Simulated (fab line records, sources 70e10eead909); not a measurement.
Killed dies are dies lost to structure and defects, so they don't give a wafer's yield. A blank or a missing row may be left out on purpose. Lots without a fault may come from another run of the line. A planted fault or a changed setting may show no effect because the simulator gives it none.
fab line records | flow nand_harc | part 2 of 2: steps 4 to 6 of 6
record lots=23 wafers=69 last_day=25
route steps=1159 shown P_GATE@146 P_CONTACT@235 P_M1@295
lots that met no fault: from a run of the same line without faults
start_h: hours from the record's first day to the start of the lot's first wafer shown | wait_h: hours since the lot's step before | " the same as in the row above | L1.1+2: a row that stands for several wafers | - no value, or no start given | * or withheld: withheld | < > ~ a bound
route shown NAME@n: a module of which the file shows steps, and the number in the route of the first | usual: mean/standard deviation of fault-free wafers | same: alike in all rows | chamber/n: place in a boat | sites: the reading at each site | _std_site: their standard deviation | _edge_site: outer sites' mean less inner sites' | radius_mm: how far each site lies from the wafer's centre | mask NAME#n: copy n | behind: the tool/chamber that last shaped the wafer | hold: why the lot was held/for how many hours/how that ended | device: the transistor (n, p or np) that didn't switch | end of line: the same wafers' tests at the end of the route | a step without rows: its recipe alone | killed: dies lost to structure and defects at the first sort, not the wafer's yield | map: a wafer's dies, x killed, . not, _ none there
set.NAME: the setting as run; set.NAME@STEP: as run at that earlier step | model.NAME: the simulator's own value behind a step, which no gauge read
steps of the route over a sample of lots; a table a step, a row a wafer
services: from which hour (start_h, from the record's first day; less than 0 if before it) a tool's chamber was out of use, for how many hours, and why
## steps
# step NHARC_P_M1_STRIP_18
# recipe power_w=1000 n2_flow_sccm=150 h2_flow_sccm=150 ar_flow_sccm=0 bias_w=0 chemistry=N2/H2
# usual chamber_pressure_mTorr=30.000/0.028 drypump_motor_current_A=6.02/0.29 h2_flow_sccm=150.0/0.44 oes_product_au=0.997/0.0084 rf_vpp_V=90.7/1.1 showerhead_plenum_p_Torr=2.06/0.073 throttle_valve_pct=14.171/0.0094
# columns lot.wafer tool chamber start_h wait_h chamber_pressure_mTorr drypump_motor_current_A h2_flow_sccm oes_product_au rf_hours_counter_h rf_vpp_V showerhead_plenum_p_Torr throttle_valve_pct
L074.4 rie_diel-11 2 119.94 0.1 30.031 5.84 150.5 0.998 6.3 90.3 2.16 14.160
L074.1 " 3 " " 30.000 6.09 150.1 0.995 7.5 90.3 2.12 14.178
L074.5 " 0 " " 30.022 6.08 150.3 1.004 - 91.4 2.02 14.152
L077.3 rie_diel-11 2 136.91 0.1 29.989 5.88 150.1 1.003 7.2 93.0 2.16 14.170
L077.4 " 3 " " 30.041 6.08 150.0 0.997 8.3 91.2 2.12 14.169
L077.6 " 0 " " 30.006 6.08 150.4 1.012 - 91.3 2.02 14.156
L076.2 rie_diel-02 0 141.43 0.1 30.010 5.75 150.3 0.990 4.2 90.5 2.02 14.173
L076.1 " 2 " " 30.003 5.50 150.2 1.010 4.4 90.7 2.12 14.167
L076.6 " 1 " " 29.988 6.13 150.4 1.010 - 90.4 2.11 14.167
L075.2 rie_diel-11 0 142.46 0.1 30.010 6.09 150.3 1.004 7.9 90.9 2.02 14.170
L075.6 " 0 " " 29.985 6.10 150.2 1.004 - 90.8 2.02 14.153
L075.4 " 1 " " 30.012 6.27 149.6 1.010 - 88.8 1.96 14.192
L078.4 rie_diel-02 1 144.58 0.1 29.981 6.13 150.2 1.000 4.7 88.8 2.11 14.158
L078.3 " 0 " " 30.012 5.75 150.5 0.993 4.4 90.3 2.02 14.163
L078.5 " 2 " " 30.029 5.50 149.4 1.004 - 90.1 2.12 14.152
L079.3 rie_diel-03 3 150.74 0.1 30.054 6.05 149.9 1.007 5.5 92.2 2.20 14.177
L079.2 " 1 " " 30.022 6.12 149.7 1.007 6.1 90.8 2.09 14.173
L079.5 " 3 " " 30.044 6.05 150.1 1.007 - 93.1 2.20 14.160
L080.3 rie_diel-03 2 151.43 0.1 29.975 6.06 151.2 1.004 6.6 91.1 2.09 14.181
L080.1 " 3 " " 30.014 6.06 150.3 0.994 5.5 91.0 2.20 14.178
L080.2 " 1 " " 30.024 6.14 149.6 1.005 6.2 92.3 2.09 14.173
L082.3 rie_diel-03 0 162.23 0.1 30.013 5.68 150.0 0.997 6.6 89.7 2.03 14.166
L082.2 " 1 " " 30.017 6.16 150.9 1.006 6.5 93.5 2.09 14.161
L082.6 " 0 " " 29.992 5.68 149.9 0.994 - 92.1 2.03 14.168
L081.1 rie_diel-03 0 163.63 0.1 29.976 5.70 150.4 1.000 6.7 91.4 2.03 14.171
L081.4 " 1 " " 29.983 6.14 149.8 1.009 6.6 90.8 2.09 14.167
L081.6 " 1 " " 29.981 6.16 149.7 1.007 - 91.7 2.09 14.171
L084.4 rie_diel-03 0 173.89 0.1 30.004 5.70 150.3 0.991 7.6 90.9 2.03 14.166
L084.1 " 1 " " 30.000 6.17 150.1 1.013 7.4 91.4 2.09 14.155
L084.6 " 0 " " 29.989 5.71 149.7 0.996 - 91.3 2.03 14.170
L083.2 rie_diel-02 3 176.54 0.1 29.936 6.63 150.2 0.999 0.5 89.9 1.96 14.189
L083.4 " 2 " " 29.989 5.50 150.3 0.990 0.5 92.1 2.12 14.175
L083.5 " 0 " " 29.983 5.73 149.8 0.983 - 89.4 2.02 14.176
L086.1 rie_diel-02 1 202.27 0.1 29.983 6.10 149.4 1.002 0.9 92.2 2.11 14.180
L086.4 " 2 " " 29.966 5.53 149.7 1.006 1.0 90.8 2.12 14.168
L086.2 " 3 " " 29.966 6.63 149.7 0.998 1.0 89.5 1.96 14.166
L087.4 rie_diel-11 0 202.58 0.1 30.034 6.06 149.5 1.004 0.2 88.5 2.02 14.173
L087.1 " 3 " " 29.993 6.06 149.9 0.987 0.1 90.4 2.11 14.180
L087.5 " 1 " " 30.019 6.23 150.1 0.995 - 91.5 1.95 14.162
L089.4 rie_diel-02 0 209.12 0.1 29.939 5.74 149.8 0.981 1.2 90.8 2.02 14.157
L089.1 " 1 " " 30.008 6.10 150.0 0.988 1.2 91.3 2.11 14.190
L089.5 " 0 " " 29.980 5.73 149.9 0.989 - 90.2 2.02 14.177
L088.3 rie_diel-02 1 209.71 0.1 30.024 6.13 150.0 0.985 1.2 90.6 2.11 14.165
L088.4 " 3 " " 29.988 6.64 149.8 0.990 1.3 88.6 1.96 14.166
L088.5 " 2 " " 29.987 5.51 149.6 0.987 - 91.9 2.12 14.167
L090.3 rie_diel-11 1 216.54 0.1 29.992 6.23 149.7 0.992 1.2 91.2 1.95 14.150
L090.1 " 0 " " 30.040 6.10 149.9 1.005 0.9 89.5 2.02 14.151
L090.6 " 1 " " 29.987 6.25 149.3 0.984 - 89.2 1.95 14.177
L092.3 rie_diel-02 1 223.41 0.1 29.986 6.11 150.2 0.991 1.5 90.3 2.11 14.172
L092.2 " 3 " " 30.009 6.66 150.5 0.996 1.6 90.1 1.96 14.180
L092.6 " 0 " " 30.018 5.73 149.3 0.989 - 91.8 2.02 14.163
L091.4 rie_diel-11 0 224.16 0.1 30.029 6.11 150.3 0.988 2.7 91.9 2.02 14.176
L091.2 " 1 " " 29.990 6.23 150.4 0.979 3.1 90.5 1.95 14.173
L091.6 " 0 " " 30.022 6.11 150.6 0.986 - 90.1 2.02 14.167
L093.2 rie_diel-02 3 238.16 0.1 29.955 6.61 149.8 0.991 2.1 89.9 1.96 14.174
L093.3 " 0 " " 29.993 5.76 150.2 0.993 2.0 90.1 2.02 14.167
L093.4 " 1 " " 30.023 6.13 150.2 1.000 2.0 90.9 2.11 14.167
L094.5 rie_diel-11 1 238.84 0.2 29.974 6.21 149.9 0.984 - 89.0 1.95 14.167
L094.6 " 2 " " 30.005 5.91 149.7 0.992 - 90.7 2.15 14.182
L094.4 " 0 " " 30.005 6.06 149.7 1.001 - 90.4 2.02 14.207
L095.2 rie_diel-11 0 245.78 0.1 29.988 6.09 149.9 0.997 4.0 91.1 2.02 14.175
L095.5 " 0 " " 30.008 6.10 150.3 0.996 - 90.5 2.02 14.173
L095.6 " 1 " " 29.976 6.25 149.7 0.985 - 90.3 1.95 14.169
L096.4 rie_diel-03 3 255.83 0.1 30.061 6.02 150.6 0.992 1.9 93.5 2.20 14.171
L096.3 " 0 " " 30.010 5.68 149.0 0.980 0.7 88.9 2.03 14.171
L096.5 " 2 " " 29.962 6.02 150.3 0.995 - 89.2 2.09 14.179
L097.3 rie_diel-02 2 256.46 0.1 29.986 5.53 150.6 1.006 2.5 90.6 2.12 14.168
L097.4 " 0 " " 29.965 5.75 149.5 1.004 2.4 89.8 2.02 14.159
L097.6 " 2 " " 29.991 5.52 150.5 1.003 - 90.0 2.12 14.186
# step NHARC_P_M1_CMP_23
# recipe t_overpolish_s=20 target_thk_nm=157.82
# usual motor_current_A=12.6/1.3 retaining_ring_pressure_frac=1.000/0.0052 time_to_endpoint_s=30.0/1.9
# columns lot.wafer tool chamber start_h wait_h motor_current_A retaining_ring_pressure_frac time_to_endpoint_s
L074.1 cmp-01 3 121.66 - 11.1 0.991 31.0
L074.4 " 1 " " 11.7 1.005 29.7
L074.5 " 3 " " 11.0 1.001 29.0
L077.4 cmp-01 2 138.62 - 13.5 1.004 31.7
L077.3 " 3 " " 11.2 1.000 29.9
L077.6 " 2 " " 13.0 0.991 29.5
L076.2 cmp-03 2 143.23 - 13.2 0.999 27.4
L076.1 " 3 " " 13.7 1.004 29.0
L076.6 " 1 " " 11.9 1.005 24.7
L075.4 cmp-03 0 144.27 - 10.1 0.999 27.7
L075.2 " 1 " " 11.2 1.015 26.6
L075.6 " 2 " " 12.7 0.989 29.6
L078.3 cmp-01 1 146.31 - 12.2 1.003 27.8
L078.4 " 0 " " 14.3 1.007 29.0
L078.5 " 2 " " 13.6 0.992 30.9
L079.2 cmp-01 2 152.54 - 13.5 0.999 30.6
L079.3 " 3 " " 11.1 0.996 27.7
L079.5 " 0 " " 14.7 1.006 31.3
L080.3 cmp-03 2 153.19 - 13.3 0.995 29.9
L080.2 " 3 " " 12.7 1.003 27.4
L080.1 " 1 " " 11.2 1.002 29.1
L082.2 cmp-01 1 163.97 - 11.9 0.996 31.1
L082.3 " 2 " " 13.1 1.000 29.3
L082.6 " 1 " " 12.7 0.997 30.8
L081.1 cmp-02 0 165.36 - 13.8 0.994 31.5
L081.4 " 3 " " 10.7 0.991 33.3
L081.6 " 0 " " 13.9 0.997 31.5
L084.4 cmp-01 3 175.62 - 11.0 1.000 30.7
L084.1 " 1 " " 11.7 0.994 32.6
L084.6 " 3 " " 11.7 1.008 30.8
L083.4 cmp-01 2 178.30 - 13.2 1.003 32.5
L083.2 " 3 " " 10.5 0.995 29.4
L083.5 " 1 " " 11.6 1.005 30.9
L086.4 cmp-03 2 204.00 - 13.6 1.003 28.5
L086.2 " 3 " " 13.7 0.993 27.7
L086.1 " 0 " " 10.6 0.994 27.0
L087.4 cmp-01 2 204.34 - 12.9 1.003 29.6
L087.1 " 0 " " 15.2 0.998 28.9
L087.5 " 2 " " 13.4 1.000 29.2
L089.4 cmp-03 3 210.90 - 13.5 1.005 32.8
L089.1 " 0 " " 10.1 1.001 28.9
L089.5 " 1 " " 11.2 0.996 28.5
L088.3 cmp-01 1 211.46 - 11.6 1.001 30.7
L088.4 " 0 " " 15.7 1.007 31.6
L088.5 " 2 " " 13.1 1.006 30.2
L090.1 cmp-03 2 218.30 - 13.2 1.003 33.6
L090.3 " 0 " " 10.2 1.003 30.4
L090.6 " 2 " " 12.6 1.000 33.2
L092.3 cmp-01 0 225.11 - 14.0 1.001 28.1
L092.2 " 2 " " 12.8 0.992 30.2
L092.6 " 0 " " 14.1 1.007 28.1
L091.2 cmp-01 2 225.88 - 13.0 1.011 29.6
L091.4 " 0 " " 14.6 1.000 29.0
L091.6 " 2 " " 13.0 1.006 29.8
L093.2 cmp-01 3 239.90 - 11.4 1.008 30.9
L093.3 " 0 " " 14.7 1.004 29.5
L093.4 " 1 " " 12.1 1.007 29.0
L094.4 cmp-01 1 240.63 - 12.5 0.995 27.1
L094.5 " 3 " " 11.0 1.014 27.2
L094.6 " 0 " " 15.0 0.996 29.7
L095.2 cmp-01 0 247.92 - 14.8 1.004 32.3
L095.5 " 3 " " 11.2 0.996 28.5
L095.6 " 0 " " 15.3 1.004 31.9
L096.3 cmp-02 2 257.49 - 13.2 0.999 30.0
L096.4 " 3 " " 11.3 0.998 29.2
L096.5 " 2 " " 11.8 1.000 30.2
L097.3 cmp-01 0 258.20 - 15.3 0.998 29.4
L097.4 " 2 " " 13.2 1.003 31.5
L097.6 " 0 " " 13.9 0.997 31.4
# step NHARC_P_M1_THK_MEAS_24
# recipe thk_meas_gauge=xrf
# usual thk_nm=158.5/1.4
# columns lot.wafer tool chamber start_h wait_h thk_nm
L074.1 film_metro-01 - 121.97 - 158.1
L074.4 " - " " 158.0
L074.5 " - " " 159.1
L077.3 film_metro-02 - 138.91 - 158.9
L077.4 " - " " 159.4
L077.6 " - " " 159.0
L076.1 film_metro-01 - 143.48 - 156.1
L076.2 " - " " 160.1
L076.6 " - " " 157.4
L075.2 film_metro-01 - 144.53 - 156.8
L075.4 " - " " 158.5
L075.6 " - " " 159.3
L078.3 film_metro-01 - 146.63 - 159.3
L078.4 " - " " 157.4
L078.5 " - " " 159.6
L079.2 film_metro-01 - 152.80 - 158.9
L079.3 " - " " 161.1
L079.5 " - " " 160.2
L080.1 film_metro-01 - 153.51 - 156.6
L080.2 " - " " 159.8
L080.3 " - " " 158.1
L082.2 film_metro-01 - 164.26 - 159.7
L082.3 " - " " 155.7
L082.6 " - " " 159.0
L081.1 film_metro-01 - 165.67 - 157.4
L081.4 " - " " 158.9
L081.6 " - " " 156.5
L084.1 film_metro-02 - 175.94 - 156.9
L084.4 " - " " 156.4
L084.6 " - " " 161.1
L083.2 film_metro-02 - 178.59 - 159.2
L083.4 " - " " 158.8
L083.5 " - " " 158.5
L086.1 film_metro-02 - 204.32 - 160.2
L086.2 " - " " 159.6
L086.4 " - " " 157.8
L087.1 film_metro-02 - 204.63 - 158.4
L087.4 " - " " 157.7
L087.5 " - " " 158.4
L089.1 film_metro-02 - 211.16 - 157.6
L089.4 " - " " 158.5
L089.5 " - " " 157.1
L088.3 film_metro-01 - 211.78 - 158.3
L088.4 " - " " 157.4
L088.5 " - " " 158.7
L090.1 film_metro-02 - 218.62 - 159.8
L090.3 " - " " 158.7
L090.6 " - " " 159.1
L092.2 film_metro-02 - 225.43 - 158.7
L092.3 " - " " 157.9
L092.6 " - " " 159.7
L091.2 film_metro-01 - 226.17 - 157.3
L091.4 " - " " 159.4
L091.6 " - " " 160.0
L093.2 film_metro-02 - 240.19 - 156.3
L093.3 " - " " 153.8
L093.4 " - " " 158.6
L094.4 film_metro-02 - 240.90 - 157.7
L094.5 " - " " 156.9
L094.6 " - " " 158.8
L095.2 film_metro-02 - 248.20 - 159.2
L095.5 " - " " 159.1
L095.6 " - " " 158.4
L096.3 film_metro-01 - 257.81 - 158.4
L096.4 " - " " 159.0
L096.5 " - " " 156.6
L097.3 film_metro-02 - 258.52 - 161.0
L097.4 " - " " 159.2
L097.6 " - " " 161.0
## services
# columns tool chamber start_h hours kind
rie_diel-07 2 75.86 10.1 repair
rie_diel-09 - 77.10 9.0 pm
cmp-01 - 81.50 4.0 pm
rie_diel-02 0 87.33 5.7 repair
rie_diel-07 - 93.10 0.1 repair
rie_diel-02 - 103.96 0.4 repair
rie_diel-07 3 108.64 10.0 repair
rie_diel-07 2 112.09 6.9 repair
cmp-01 - 115.17 4.5 repair
rie_diel-06 1 122.87 5.4 repair
cmp-01 - 128.83 1.2 repair
rie_diel-07 2 136.51 10.7 repair
rie_diel-09 0 148.17 5.7 repair
rie_diel-06 1 150.62 12.8 repair
rie_diel-07 3 168.76 12.6 repair
cmp-01 - 179.50 4.0 pm
rie_diel-07 1 187.53 10.0 repair
rie_diel-06 2 198.34 18.5 repair
rie_diel-07 - 228.20 9.0 pm
rie_diel-06 - 241.20 9.0 pm
rie_diel-09 - 248.29 1.1 repair
rie_diel-09 0 251.52 14.6 repair
rie_diel-09 - 254.10 9.0 pm
rie_diel-07 0 257.35 2.4 repair
